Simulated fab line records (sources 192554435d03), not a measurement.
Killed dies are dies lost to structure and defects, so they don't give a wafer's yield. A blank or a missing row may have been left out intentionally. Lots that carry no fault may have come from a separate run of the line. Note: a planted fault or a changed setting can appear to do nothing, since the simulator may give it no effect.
Matching of chambers	flow n5 finfet	3 sister chambers for N5_BEOL_M8_CURE_74 on uv cure-02
The step cures SiCOH lowk, time 240 s. 6 wafers are shown with their chamber, then 12 later ones without.

== WAFERS PAIRED WITH THEIR CHAMBERS ==
wafer	chamber	wafer_temp_C_max	lamp power pct (%)
L084.3	1	386.5	52.34
L084.5	1	386.8	52.35
L089.4	0	386.8	52.37
L089.6	0	387.1	52.32
L087.2	2	386.6	52.34
L087.6	2	386.3	52.19

== WAFERS WITH NO CHAMBER GIVEN ==
wafer	wafer_temp_C_max	lamp power pct (%)
L087.3	386.7	52.30
L087.4	386.4	52.33
L087.5	386.4	52.28
L090.2	385.6	52.27
L090.3	386.7	52.37
L090.6	386.7	52.20
L095.1	386.7	52.29
L095.3	387.1	52.48
L095.6	387.2	52.37
L096.1	386.2	52.25
L096.5	386.4	52.27
L096.6	386.8	52.29

== EACH ONE'S CHAMBER ==
wafer	from the rows above	in truth
L087.3	can't be placed: 1 or 2 or 0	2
L087.4	can't be placed: 2 or 1 or 0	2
L087.5	can't be placed: 2 or 1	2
L090.2	can't be placed: 2 or 1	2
L090.3	can't be placed: 1 or 0 or 2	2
L090.6	can't be placed: 2 or 1 or 0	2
L095.1	can't be placed: 1 or 2 or 0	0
L095.3	can't be placed: 0 or 1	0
L095.6	can't be placed: 0 or 1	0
L096.1	can't be placed: 2 or 1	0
L096.5	can't be placed: 2 or 1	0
L096.6	can't be placed: 0 or 1 or 2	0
Correctly placed: 0 of 12. These rows do not allow placing 12 (true chamber among the candidates in 10). Number placed wrongly: 0.
How it was worked out, from the rows above alone: a wafer's distance from a chamber is the root of the sum, over the readings, of the square of ((its reading less the chamber's mean) divided by the reading's scatter). If the next closest chamber is less than 2 further off than the closest, the wafer can't be placed; otherwise it belongs to the closest. The mean given for a chamber averages the wafers shown for that chamber. How the scatter is found: for the shown wafers, subtract from each reading the mean of its chamber, square and add these, divide the total by (wafers less chambers), then take the root.
